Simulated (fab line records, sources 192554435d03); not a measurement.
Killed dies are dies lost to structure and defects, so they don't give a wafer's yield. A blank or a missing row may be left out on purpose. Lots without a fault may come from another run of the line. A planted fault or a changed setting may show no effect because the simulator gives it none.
fab line records | flow n5_finfet
record lots=7 wafers=39
route steps=1938 shown WELL_APT@26 FIN_SAQP@96 DUMMY_GATE@246 HKMG_FIN@449 GATE_CUT@490 BEOL_M0_SAQP@633 BEOL_M1@838 BEOL_M3@981 BEOL_M4@1111
start_h: hours from the record's first day to the start of the lot's first wafer shown | wait_h: hours since the lot's step before | " the same as in the row above | L1.1+2: a row that stands for several wafers | - no value, or no start given | * or withheld: withheld | < > ~ a bound
route shown NAME@n: a module of which the file shows steps, and the number in the route of the first | usual: mean/standard deviation of fault-free wafers | same: alike in all rows | chamber/n: place in a boat | sites: the reading at each site | _std_site: their standard deviation | _edge_site: outer sites' mean less inner sites' | radius_mm: how far each site lies from the wafer's centre | mask NAME#n: copy n | behind: the tool/chamber that last shaped the wafer | hold: why the lot was held/for how many hours/how that ended | device: the transistor (n, p or np) that didn't switch | end of line: the same wafers' tests at the end of the route | a step without rows: its recipe alone | killed: dies lost to structure and defects at the first sort, not the wafer's yield | map: a wafer's dies, x killed, . not, _ none there
set.NAME: the setting as run; set.NAME@STEP: as run at that earlier step | model.NAME: the simulator's own value behind a step, which no gauge read
lots whose settings were changed on purpose; a table a step, a row a wafer
## steps
# step N5_WELL_APT_DEVELOP_07
# recipe develop_time_s=45 rinse_liquid=surfactant_rinse dry=air_spin dev_temp_c=21
# step N5_FIN_SAQP_HM_DEP_03
# recipe material=SiNx target_thk_a=380 temp_c=400 precursor=SiH4/NH3/N2 pressure_torr=1.5 rf_w=300 time_s=33.6
# step N5_DUMMY_GATE_ETCH_32
# recipe chemistry=CF4 target=SiO2 target_depth_a=35 time_s=3.9 ion_energy_ev=350 pressure_mtorr=10 icp_w=800 bias_w=400 cf4_flow_sccm=80
# step N5_HKMG_FIN_ALD_71
# recipe material=TiN target_thk_a=10 temp_c=400 ald_precursor_family=TiCl4 ald_co_reactant=NH3 pulse_time_s=1 purge_time_s=3 co_reactant_purge_time_s=2 co_reactant_pulse_time_s=2 ald_cycles=47 pressure_torr=3
# step N5_GATE_CUT_DESCUM_18
# recipe chemistry=O2 time_s=7 source_power_w=50 bias_power_w=20 pressure_mtorr=20 rf_frequency_hz=2.712e+07 temp_c=40 resist=CAR-EUV o2_flow_sccm=225
# step N5_BEOL_M0_SAQP_ILD_DEP_01
# recipe material=SiOC target_thk_a=454.19 temp_c=350 precursor=DEMS/O2 pressure_torr=5 rf_w=500 time_s=8.7
# step N5_BEOL_M1_DEP_57
# recipe material=SiCN target_thk_a=80 temp_c=withheld precursor=3MS/NH3 pressure_torr=3 rf_w=202 time_s=14
# step N5_BEOL_M3_ETCH_41
# recipe chemistry=CH3F/O2 target=SiCN target_depth_a=299 taper_deg=2 time_s=52.5 ion_energy_ev=120 mask_material=TiN pressure_mtorr=30 source_w=395 bias_w=75 Ar_flow_sccm=150 CH3F_flow_sccm=30 O2_flow_sccm=20
# step N5_BEOL_M4_RC_MEAS_101
# usual IOFF_N_LONG=5.54e-05/2.8e-06 VT_N_LONG=274.3/1.8
# columns lot.wafer tool chamber start_h wait_h set.develop_time_s@WELL_APT_DEVELOP_07 set.time_s@FIN_SAQP_HM_DEP_03 set.time_s@DUMMY_GATE_ETCH_32 set.ald_cycles@HKMG_FIN_ALD_71 set.time_s@GATE_CUT_DESCUM_18 set.target_thk_a@BEOL_M0_SAQP_ILD_DEP_01 set.target_thk_a@BEOL_M1_DEP_57 set.target_depth_a@BEOL_M3_ETCH_41 IOFF_N_LONG[nA/um] VT_N_LONG[mV]
L075.1 prober-01 0 167.22 0.0 45 48.45 5.982 64 9.303 454.19 80 299 5.97e-05 270.2
L075.2 " 0 " " 45 48.45 3.9 47 7 688.4 80 477.8 5.67e-05 275.3
L075.3 " 0 " " 45 33.6 3.9 47 9.303 454.19 55.1 477.8 5.49e-05 275.9
L075.4 " 0 " " 45 48.45 5.982 64 7 688.4 55.1 299 5.98e-05 272.1
L075.5 " 0 " " 45 33.6 3.9 64 9.303 688.4 55.1 477.8 5.93e-05 272.0
L075.6 " 0 " " 45 33.6 5.982 47 7 454.19 80 299 5.61e-05 273.0
L076.2 prober-02 0 169.35 0.2 45 33.6 3.9 47 7 454.19 80 299 5.53e-05 271.8
L076.4 " 0 " " 45 33.6 3.9 47 7 454.19 80 299 5.58e-05 275.2
L076.5 " 0 " " 45 33.6 3.9 47 7 454.19 80 299 5.63e-05 275.9
L085.1 prober-02 0 230.48 0.0 45 16.61 3.9 34 9.76 376.5 120.5 299 5.02e-05 279.4
L085.2 " 0 " " 45 33.6 3.9 34 7 454.19 80 299 4.97e-05 279.3
L085.3 " 0 " " 66.79 33.6 3.9 34 7 376.5 120.5 299 4.99e-05 279.3
L085.4 " 0 " " 45 16.61 3.9 47 7 376.5 80 299 5.6e-05 277.3
L085.5 " 0 " " 66.79 16.61 3.9 47 9.76 454.19 120.5 299 5.56e-05 274.9
L085.6 " 0 " " 66.79 33.6 3.9 47 9.76 454.19 80 299 5.37e-05 277.2
L086.1 prober-02 0 248.27 0.0 45 33.6 3.9 47 7 454.19 80 299 5.65e-05 275.7
L086.2 " 0 " " 45 33.6 3.9 38 5.101 252.5 49.34 299 5.27e-05 280.2
L086.3 " 0 " " 33.95 33.6 3.9 38 7 252.5 80 299 5.19e-05 279.4
L086.4 " 0 " " 33.95 33.6 3.9 47 5.101 252.5 49.34 299 5.56e-05 275.3
L086.5 " 0 " " 33.95 33.6 3.9 38 5.101 454.19 80 299 5.21e-05 275.5
L086.6 " 0 " " 45 33.6 3.9 47 7 454.19 49.34 299 5.52e-05 276.8
L087.1 prober-02 0 256.35 0.0 54.29 33.6 5.909 37 7 664.1 80 299 5.01e-05 277.1
L087.2 " 0 " " 54.29 33.6 5.909 47 7 454.19 80 299 5.43e-05 271.5
L087.3 " 0 " " 54.29 17.1 3.9 47 7 454.19 80 299 5.33e-05 274.5
L087.4 " 0 " " 45 17.1 3.9 47 7 664.1 80 299 5.43e-05 274.0
L087.5 " 0 " " 45 33.6 3.9 37 7 454.19 80 299 5.1e-05 277.0
L087.6 " 0 " " 45 17.1 5.909 37 7 664.1 80 299 5.05e-05 277.0
L091.1 prober-02 0 280.15 0.0 45 33.6 3.9 23 4.254 454.19 80 299 4.63e-05 283.9
L091.2 " 0 " " 28.1 33.6 2.685 23 4.254 454.19 80 451.7 4.54e-05 281.3
L091.3 " 0 " " 45 18.01 3.9 47 7 454.19 101.7 451.7 5.88e-05 273.7
L091.4 " 0 " " 28.1 18.01 2.685 47 4.254 345.1 101.7 451.7 5.88e-05 274.5
L091.5 " 0 " " 28.1 33.6 3.9 47 7 345.1 80 299 5.82e-05 274.1
L091.6 " 0 " " 45 18.01 2.685 23 7 345.1 101.7 299 4.57e-05 284.2
L095.1 prober-01 0 289.05 0.0 60.41 26.1 3.9 47 7 454.19 80 299 5.4e-05 276.6
L095.2 " 0 " " 45 33.6 3.9 47 3.713 689.1 80 299 5.45e-05 275.6
L095.3 " 0 " " 45 26.1 3.9 22 3.713 454.19 64.19 299 4.24e-05 285.1
L095.4 " 0 " " 45 33.6 3.9 47 7 454.19 64.19 299 5.31e-05 276.8
L095.5 " 0 " " 60.41 26.1 3.9 22 7 689.1 64.19 299 4.21e-05 286.4
L095.6 " 0 " " 60.41 33.6 3.9 22 3.713 689.1 80 299 4.21e-05 285.6
## key
split step=N5_WELL_APT_DEVELOP_07 setting=develop_time_s stated_as=45
response none clear
split step=N5_FIN_SAQP_HM_DEP_03 setting=time_s stated_as=33.6
response none clear
split step=N5_DUMMY_GATE_ETCH_32 setting=time_s stated_as=3.9
response none clear
split step=N5_HKMG_FIN_ALD_71 setting=ald_cycles stated_as=47
response step=N5_BEOL_M4_RC_MEAS_101 reading=IOFF_N_LONG slope=+2.05e-07 per=1% together_with=all explained=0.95
response step=N5_BEOL_M4_RC_MEAS_101 reading=VT_N_LONG slope=-0.154 per=1% together_with=all explained=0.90
split step=N5_GATE_CUT_DESCUM_18 setting=time_s stated_as=7
response none clear
split step=N5_BEOL_M0_SAQP_ILD_DEP_01 setting=target_thk_a stated_as=454.19
response none clear
split step=N5_BEOL_M1_DEP_57 setting=target_thk_a stated_as=80
response none clear
split step=N5_BEOL_M3_ETCH_41 setting=target_depth_a stated_as=299
response none clear
